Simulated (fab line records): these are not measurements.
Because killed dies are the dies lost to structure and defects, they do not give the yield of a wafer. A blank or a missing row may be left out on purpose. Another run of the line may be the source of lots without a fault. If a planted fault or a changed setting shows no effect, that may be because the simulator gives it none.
Which of the tools did it? :: flow nandHarc :: Sampling: 11 lots, 33 wafers, 5 of 1302 route steps

## WHAT EACH GAUGE READ, for each wafer
NHARC_A_CONTACT_INSPECT_23.
lot: L830
measured: day 23 15:57
on: defectInspect-02
rawDefectCount: 359 443 502

lot: L829
measured: day 23 16:53
on: defectInspect-02
rawDefectCount: 328 514 526

lot: L831
measured: day 24 09:33
on: defectInspect-01
rawDefectCount: 448 621 720

lot: L832
measured: day 25 07:47
on: defectInspect-01
rawDefectCount: 471 579 476

lot: L835
measured: day 25 19:58
on: defectInspect-02
rawDefectCount: 346 492 347

lot: L836
measured: day 26 15:50
on: defectInspect-01
rawDefectCount: 463 504 569

lot: L837
measured: day 27 05:41
on: defectInspect-01
rawDefectCount: 319 442 436

lot: L839
measured: day 27 08:41
on: defectInspect-02
rawDefectCount: 395 592 434

lot: L838
measured: day 27 10:34
on: defectInspect-02
rawDefectCount: 458 559 319

lot: L843
measured: day 29 02:05
on: defectInspect-01
rawDefectCount: 456 504 520

lot: L848
measured: day 31 07:45
on: defectInspect-02
rawDefectCount: 428 364 426

## WHICH TOOL RAN EACH LOT (tool, then ch and the chambers of the sampled wafers, then the start)
lot: L830
NHARC_A_CONTACT_ETCH_88: rieDiel-05 ch 0,1,3, day 23 09:43
NHARC_A_CONTACT_ETCH_31: rieDiel-05 ch 1,3, day 23 14:39 or earlier
NHARC_A_CONTACT_CVD_19: cvdW-01 ch 0,1, day 23 14:39
NHARC_A_CONTACT_CMP_20: cmp-02 ch 0,2,3, day 23 15:35

lot: L829
NHARC_A_CONTACT_ETCH_88: rieDiel-03 ch 1,2,3, day 23 10:56
NHARC_A_CONTACT_ETCH_31: rieDiel-03 ch 0,1, day 23 15:57 or earlier
NHARC_A_CONTACT_CVD_19: cvdW-02 ch 0,1, day 23 15:57
NHARC_A_CONTACT_CMP_20: cmp-02 ch 1,2,3, day 23 16:33

lot: L831
NHARC_A_CONTACT_ETCH_88: rieDiel-05 ch 0,1,3, day 24 03:59
NHARC_A_CONTACT_ETCH_31: rieDiel-05 ch 0,1,3, day 24 08:16 or earlier
NHARC_A_CONTACT_CVD_19: cvdW-02 ch 0,1, day 24 08:16
NHARC_A_CONTACT_CMP_20: cmp-03 ch 0,1,2, day 24 09:11

lot: L832
NHARC_A_CONTACT_ETCH_88: rieDiel-04 ch 0,2,3, day 25 02:08
NHARC_A_CONTACT_ETCH_31: rieDiel-04 ch 0,1,2, day 25 06:30 or earlier
NHARC_A_CONTACT_CVD_19: cvdW-01 ch 0,1, day 25 06:30
NHARC_A_CONTACT_CMP_20: cmp-02 ch 1,2,3, day 25 07:23

lot: L835
NHARC_A_CONTACT_ETCH_88: rieDiel-04 ch 0,1, day 25 13:15
NHARC_A_CONTACT_ETCH_31: rieDiel-04 ch 1,2,3, day 25 18:41 or earlier
NHARC_A_CONTACT_CVD_19: cvdW-01 ch 0,1, day 25 18:41
NHARC_A_CONTACT_CMP_20: cmp-02 ch 1,2,3, day 25 19:35

lot: L836
NHARC_A_CONTACT_ETCH_88: rieDiel-05 ch 1,2,3, day 26 09:46
NHARC_A_CONTACT_ETCH_31: rieDiel-05 ch 1,2, day 26 14:47 or earlier
NHARC_A_CONTACT_CVD_19: cvdW-02 ch 0,1, day 26 14:47
NHARC_A_CONTACT_CMP_20: cmp-04 ch 2,3, day 26 15:27

lot: L837
NHARC_A_CONTACT_ETCH_88: rieDiel-04 ch 1,3, day 27 00:07
NHARC_A_CONTACT_ETCH_31: rieDiel-04 ch 0,3, day 27 04:24 or earlier
NHARC_A_CONTACT_CVD_19: cvdW-01 ch 0,1, day 27 04:24
NHARC_A_CONTACT_CMP_20: cmp-04 ch 0,2, day 27 05:17

lot: L839
NHARC_A_CONTACT_ETCH_88: rieDiel-04 ch 0,2,3, day 27 01:59
NHARC_A_CONTACT_ETCH_31: rieDiel-04 ch 0,1,3, day 27 06:22 or earlier
NHARC_A_CONTACT_CVD_19: cvdW-01 ch 0,1, day 27 06:22
NHARC_A_CONTACT_CMP_20: cmp-04 ch 0,2,3, day 27 08:17

lot: L838
NHARC_A_CONTACT_ETCH_88: rieDiel-05 ch 1,2,3, day 27 05:01
NHARC_A_CONTACT_ETCH_31: rieDiel-05 ch 0,1, day 27 09:17 or earlier
NHARC_A_CONTACT_CVD_19: cvdW-01 ch 0,1, day 27 09:17
NHARC_A_CONTACT_CMP_20: cmp-02 ch 2,3, day 27 10:10

lot: L843
NHARC_A_CONTACT_ETCH_88: rieDiel-04 ch 2,3, day 28 19:14
NHARC_A_CONTACT_ETCH_31: rieDiel-04 ch 2,3, day 28 23:43 or earlier
NHARC_A_CONTACT_CVD_19: cvdW-01 ch 0,1, day 28 23:43
NHARC_A_CONTACT_CMP_20: cmp-04 ch 0,2,3, day 29 01:44

lot: L848
NHARC_A_CONTACT_ETCH_88: rieDiel-05 ch 1,2,3, day 30 23:23
NHARC_A_CONTACT_ETCH_31: rieDiel-05 ch 1,2,3, day 31 06:27 or earlier
NHARC_A_CONTACT_CVD_19: cvdW-01 ch 0,1, day 31 06:27
NHARC_A_CONTACT_CMP_20: cmp-03 ch 0,2,3, day 31 07:20
- NHARC_A_CONTACT_ETCH_88: etches the open film in CF4, target depth 39 nm, time 65 s.
- NHARC_A_CONTACT_ETCH_31: etches the open film in O2/COS, target depth 2800 nm, time 728 s.
- NHARC_A_CONTACT_CVD_19: deposits W, target thk 300 nm, time 802 s.
- NHARC_A_CONTACT_CMP_20: polishes, t overpolish 30 s, target thk 300 nm.

## THE ANSWER, worked out from the rows above alone
Rule: usual is defined by the lots themselves. Put in order of their means at a reading, lots are off if they are a third of the lots or fewer, leave a main group of 4 or more, and stand apart from it by a gap of 3 or more times the standard deviation of the main group's means; of several such gaps the widest counts. A main group whose means are all the same, to the digits that the tables above print for the reading, isn't used. Also off: a lot with no number at a reading for which 4 or more lots have one. All remaining lots with rows at the step are treated as sound.
Nothing can be told from this: no lot is off at any reading shown.

## WHAT WAS PUT IN BY THE SIMULATOR
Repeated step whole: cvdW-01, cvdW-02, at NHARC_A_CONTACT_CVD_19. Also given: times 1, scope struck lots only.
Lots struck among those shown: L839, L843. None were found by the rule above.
